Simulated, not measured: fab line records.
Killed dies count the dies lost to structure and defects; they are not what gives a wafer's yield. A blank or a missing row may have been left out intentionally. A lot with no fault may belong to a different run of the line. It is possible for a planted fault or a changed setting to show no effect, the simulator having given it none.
Which tool was responsible? / flow n5 finfet / 11 lots with 33 wafers sampled at 2 steps, on a route of 1938 steps

WHAT EACH GAUGE READ, for each wafer
N5_BEOL_M0_SAQP_CD_MEAS_14: the cd target is 42.5 nm.
lot=L075; measured=day 6 04:47; on=cd sem-01; cd nm (nm)=42.7 42.6 42.2
lot=L077; measured=day 6 09:28; on=cd sem-02; cd nm (nm)=42.4 42.3 42.4
lot=L079; measured=day 6 21:33; on=cd sem-02; cd nm (nm)=42.1 42.3 42.3
lot=L081; measured=day 7 11:05; on=cd sem-02; cd nm (nm)=42.7 42.8 42.4
lot=L083; measured=day 7 16:53; on=cd sem-03; cd nm (nm)=43.1 42.5 42.6
lot=L085; measured=day 8 08:26; on=cd sem-03; cd nm (nm)=42.0 42.4 42.4
lot=L087; measured=day 8 20:46; on=cd sem-02; cd nm (nm)=42.5 42.7 42.4
lot=L089; measured=day 9 10:19; on=cd sem-03; cd nm (nm)=42.3 42.6 42.2
lot=L092; measured=day 10 01:28; on=cd sem-02; cd nm (nm)=42.4 43.0 42.4
lot=L094; measured=day 10 09:46; on=cd sem-01; cd nm (nm)=42.4 42.7 42.0
lot=L097; measured=day 11 10:17; on=cd sem-01; cd nm (nm)=42.8 42.8 42.3

WHAT TOOL EACH LOT RAN ON (gives the tool, then ch and the chambers of the sampled wafers, and finally the start)
lot=L075; N5_BEOL_M0_SAQP_PECVD_03=pecvd-01 ch 1,2, day 6 02:50
lot=L077; N5_BEOL_M0_SAQP_PECVD_03=pecvd-04 ch 0,2, day 6 08:52
lot=L079; N5_BEOL_M0_SAQP_PECVD_03=pecvd-01 ch 0,1,2, day 6 20:52
lot=L081; N5_BEOL_M0_SAQP_PECVD_03=pecvd-04 ch 0,2, day 7 10:31
lot=L083; N5_BEOL_M0_SAQP_PECVD_03=pecvd-04 ch 0,1, day 7 16:11
lot=L085; N5_BEOL_M0_SAQP_PECVD_03=pecvd-03 ch 0,1,2, day 8 07:43
lot=L087; N5_BEOL_M0_SAQP_PECVD_03=pecvd-04 ch 1,2, day 8 20:11
lot=L089; N5_BEOL_M0_SAQP_PECVD_03=pecvd-04 ch 0,1, day 9 09:37
lot=L092; N5_BEOL_M0_SAQP_PECVD_03=pecvd-03 ch 0,2, day 10 00:54
lot=L094; N5_BEOL_M0_SAQP_PECVD_03=pecvd-01 ch 0,1, day 10 09:05
lot=L097; N5_BEOL_M0_SAQP_PECVD_03=pecvd-01 ch 1,2, day 11 08:19
- N5_BEOL_M0_SAQP_PECVD_03: deposits SiCN from 3MS/NH3, target thk 12 nm, time 21.1 s.

THE ANSWER, worked out from the rows above alone
Rule: the usual values come from the lots themselves. The widest of any qualifying gaps counts: lots, ordered by their means at a reading, are off when they make up no more than a third of the lots, leave a main group of 4 or more, and stand apart from it by 3 or more times the standard deviation of that group's means. A main group whose means are all the same, to the digits that the tables above print for the reading, isn't used. A lot without any number at a reading at which 4 lots or more have one is off too. The other lots that the step has rows for count as sound.
Across all readings shown, no lot is off: no conclusion can be drawn from this.

WHAT THE SIMULATOR HAD PUT IN
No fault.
